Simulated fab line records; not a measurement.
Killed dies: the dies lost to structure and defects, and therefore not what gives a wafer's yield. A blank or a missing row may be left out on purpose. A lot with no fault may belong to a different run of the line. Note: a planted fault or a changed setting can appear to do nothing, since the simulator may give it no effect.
Which of the tools did it? / flow n5-finfet / Sampling: 11 lots, 33 wafers, 3 of 1938 route steps

== WHAT THE GAUGES SHOWED, per wafer ==
N5_PASSIVATION_INSPECT_64: inspects for defects (macro). Usual: raw-defect-count reads 2.1 (standard deviation 1.4).
lot=L169; measured=day 13 21:44; on=defect-inspect-02; raw-defect-count=4 0 0; flag=
lot=L174; measured=day 15 08:02; on=defect-inspect-02; raw-defect-count=3 4 2; flag=
lot=L176; measured=day 15 12:32; on=defect-inspect-01; raw-defect-count=1 3 1; flag=
lot=L179; measured=day 16 04:20; on=defect-inspect-01; raw-defect-count=3 1 3; flag=
lot=L181; measured=day 17 02:47; on=defect-inspect-01; raw-defect-count=3 1 1; flag=
lot=L188; measured=day 18 22:07; on=defect-inspect-02; raw-defect-count=2 4 1; flag=
lot=L185; measured=day 19 01:00; on=defect-inspect-01; raw-defect-count=5 3 2; flag=
lot=L190; measured=day 20 00:31; on=defect-inspect-01; raw-defect-count=2 0 2; flag=
lot=L191; measured=day 20 01:52; on=defect-inspect-01; raw-defect-count=3 2 0; flag=
lot=L192; measured=day 20 08:22; on=defect-inspect-01; raw-defect-count=4 2 2; flag=
lot=L189; measured=day 20 17:49; on=defect-inspect-01; raw-defect-count=1 1 4; flag=

== WHAT TOOL EACH LOT RAN ON (gives the tool, then ch and the chambers of the sampled wafers, and finally the start) ==
lot=L169; N5_PASSIVATION_DESCUM_12=rie-diel-05 ch 0,1, day 13 19:41; N5_PASSIVATION_SPUTTER_20=pvd-sputter-02, day 13 20:57
lot=L174; N5_PASSIVATION_DESCUM_12=rie-diel-05 ch 2,3, day 15 06:37; N5_PASSIVATION_SPUTTER_20=pvd-sputter-03, day 15 07:16
lot=L176; N5_PASSIVATION_DESCUM_12=rie-diel-05 ch 2,3, day 15 11:07; N5_PASSIVATION_SPUTTER_20=pvd-sputter-03, day 15 11:54
lot=L179; N5_PASSIVATION_DESCUM_12=rie-diel-02 ch 0,2, day 16 01:49; N5_PASSIVATION_SPUTTER_20=pvd-sputter-01, day 16 03:35
lot=L181; N5_PASSIVATION_DESCUM_12=rie-diel-05 ch 0,1,2, day 16 23:23; N5_PASSIVATION_SPUTTER_20=pvd-sputter-03, day 17 02:02
lot=L188; N5_PASSIVATION_DESCUM_12=rie-diel-03 ch 0,1,2, day 18 19:20; N5_PASSIVATION_SPUTTER_20=pvd-sputter-02, day 18 21:22
lot=L185; N5_PASSIVATION_DESCUM_12=rie-diel-05 ch 0,1, day 18 21:47; N5_PASSIVATION_SPUTTER_20=pvd-sputter-03, day 19 00:22
lot=L190; N5_PASSIVATION_DESCUM_12=rie-diel-02 ch 0,1,3, day 19 23:10; N5_PASSIVATION_SPUTTER_20=pvd-sputter-02, day 19 23:53
lot=L191; N5_PASSIVATION_DESCUM_12=rie-diel-03 ch 0,2,3, day 19 23:36; N5_PASSIVATION_SPUTTER_20=pvd-sputter-01, day 20 01:14
lot=L192; N5_PASSIVATION_DESCUM_12=rie-diel-05 ch 1,2,3, day 20 06:18; N5_PASSIVATION_SPUTTER_20=pvd-sputter-01, day 20 07:37
lot=L189; N5_PASSIVATION_DESCUM_12=rie-diel-03 ch 0,2, day 20 16:22; N5_PASSIVATION_SPUTTER_20=pvd-sputter-03, day 20 17:11
- N5_PASSIVATION_DESCUM_12: chemistry O2, time 7.9 s.
- N5_PASSIVATION_SPUTTER_20: material TaN, target thk 50 nm.

== WHAT THE TOOLS THEMSELVES READ (means of the sampled wafers that have a number; where no wafer has one, the mark that the record gives instead) ==
N5_PASSIVATION_DESCUM_12. Usual: drypump-motor-current-A 5.8 A, standard deviation 0.43; oes-product-au 0.80 a.u., standard deviation 0.086; rf-fwd-power-W 49.73 W, standard deviation 0.17; rf-vpp-V 242.8 V, standard deviation 1.4; showerhead-plenum-p-Torr 2.08 Torr, standard deviation 0.062; throttle-valve-pct 20.47 %, standard deviation 0.23.
lot=L169; tool=rie-diel-05; drypump-motor-current-A (A)=5.6; oes-product-au (a.u.)=0.74; rf-fwd-power-W (W)=49.74; rf-vpp-V (V)=243.4; showerhead-plenum-p-Torr (Torr)=2.09; throttle-valve-pct (%)=20.32; flag=
lot=L174; tool=rie-diel-05; drypump-motor-current-A (A)=6.3; oes-product-au (a.u.)=0.78; rf-fwd-power-W (W)=49.77; rf-vpp-V (V)=242.5; showerhead-plenum-p-Torr (Torr)=2.06; throttle-valve-pct (%)=20.65; flag=
lot=L176; tool=rie-diel-05; drypump-motor-current-A (A)=6.3; oes-product-au (a.u.)=0.77; rf-fwd-power-W (W)=49.74; rf-vpp-V (V)=242.7; showerhead-plenum-p-Torr (Torr)=2.06; throttle-valve-pct (%)=20.65; flag=
lot=L179; tool=rie-diel-02; drypump-motor-current-A (A)=5.6; oes-product-au (a.u.)=0.83; rf-fwd-power-W (W)=49.79; rf-vpp-V (V)=243.3; showerhead-plenum-p-Torr (Torr)=2.06; throttle-valve-pct (%)=20.51; flag=
lot=L181; tool=rie-diel-05; drypump-motor-current-A (A)=5.8; oes-product-au (a.u.)=0.87; rf-fwd-power-W (W)=49.84; rf-vpp-V (V)=242.1; showerhead-plenum-p-Torr (Torr)=2.07; throttle-valve-pct (%)=20.26; flag=
lot=L188; tool=rie-diel-03; drypump-motor-current-A (A)=5.8; oes-product-au (a.u.)=0.79; rf-fwd-power-W (W)=49.90; rf-vpp-V (V)=244.1; showerhead-plenum-p-Torr (Torr)=2.15; throttle-valve-pct (%)=20.51; flag=
lot=L185; tool=rie-diel-05; drypump-motor-current-A (A)=5.7; oes-product-au (a.u.)=0.87; rf-fwd-power-W (W)=49.61; rf-vpp-V (V)=243.3; showerhead-plenum-p-Torr (Torr)=2.08; throttle-valve-pct (%)=20.15; flag=
lot=L190; tool=rie-diel-02; drypump-motor-current-A (A)=5.4; oes-product-au (a.u.)=0.83; rf-fwd-power-W (W)=49.86; rf-vpp-V (V)=242.6; showerhead-plenum-p-Torr (Torr)=2.11; throttle-valve-pct (%)=20.49; flag=
lot=L191; tool=rie-diel-03; drypump-motor-current-A (A)=5.7; oes-product-au (a.u.)=0.77; rf-fwd-power-W (W)=49.68; rf-vpp-V (V)=244.9; showerhead-plenum-p-Torr (Torr)=2.18; throttle-valve-pct (%)=20.48; flag=
lot=L192; tool=rie-diel-05; drypump-motor-current-A (A)=6.0; oes-product-au (a.u.)=0.77; rf-fwd-power-W (W)=49.80; rf-vpp-V (V)=242.7; showerhead-plenum-p-Torr (Torr)=2.06; throttle-valve-pct (%)=20.54; flag=
lot=L189; tool=rie-diel-03; drypump-motor-current-A (A)=5.8; oes-product-au (a.u.)=0.83; rf-fwd-power-W (W)=49.70; rf-vpp-V (V)=245.8; showerhead-plenum-p-Torr (Torr)=2.21; throttle-valve-pct (%)=20.34; flag=

N5_PASSIVATION_SPUTTER_20. Usual: throttle-valve-pct reads 29.6 % (standard deviation 1.1).
lot=L169; tool=pvd-sputter-02; throttle-valve-pct (%)=30.1; flag=
lot=L174; tool=pvd-sputter-03; throttle-valve-pct (%)=28.3; flag=
lot=L176; tool=pvd-sputter-03; throttle-valve-pct (%)=28.7; flag=
lot=L179; tool=pvd-sputter-01; throttle-valve-pct (%)=29.8; flag=
lot=L181; tool=pvd-sputter-03; throttle-valve-pct (%)=29.4; flag=
lot=L188; tool=pvd-sputter-02; throttle-valve-pct (%)=30.0; flag=
lot=L185; tool=pvd-sputter-03; throttle-valve-pct (%)=29.7; flag=
lot=L190; tool=pvd-sputter-02; throttle-valve-pct (%)=29.5; flag=
lot=L191; tool=pvd-sputter-01; throttle-valve-pct (%)=29.5; flag=
lot=L192; tool=pvd-sputter-01; throttle-valve-pct (%)=28.6; flag=
lot=L189; tool=pvd-sputter-03; throttle-valve-pct (%)=29.6; flag=

== THE ANSWER, worked out from the rows above alone ==
Rule: take the mean of a lot's wafers that have a number; if it is more than 3 standard deviations from the usual mean, the lot is off. Also off: a lot with no number at a reading for which 4 or more lots have one. Any other lot the step has rows for is counted as sound. First the gauges in route order, then the tools' own readings, where a lot's mean is used as printed above. The first step at which some lot is off is used, and at that step the reading that is off furthest; a lot without a number counts as furthest.
Across all readings shown, no lot is off: no conclusion can be drawn from this.

== WHAT THE SIMULATOR PUT IN ==
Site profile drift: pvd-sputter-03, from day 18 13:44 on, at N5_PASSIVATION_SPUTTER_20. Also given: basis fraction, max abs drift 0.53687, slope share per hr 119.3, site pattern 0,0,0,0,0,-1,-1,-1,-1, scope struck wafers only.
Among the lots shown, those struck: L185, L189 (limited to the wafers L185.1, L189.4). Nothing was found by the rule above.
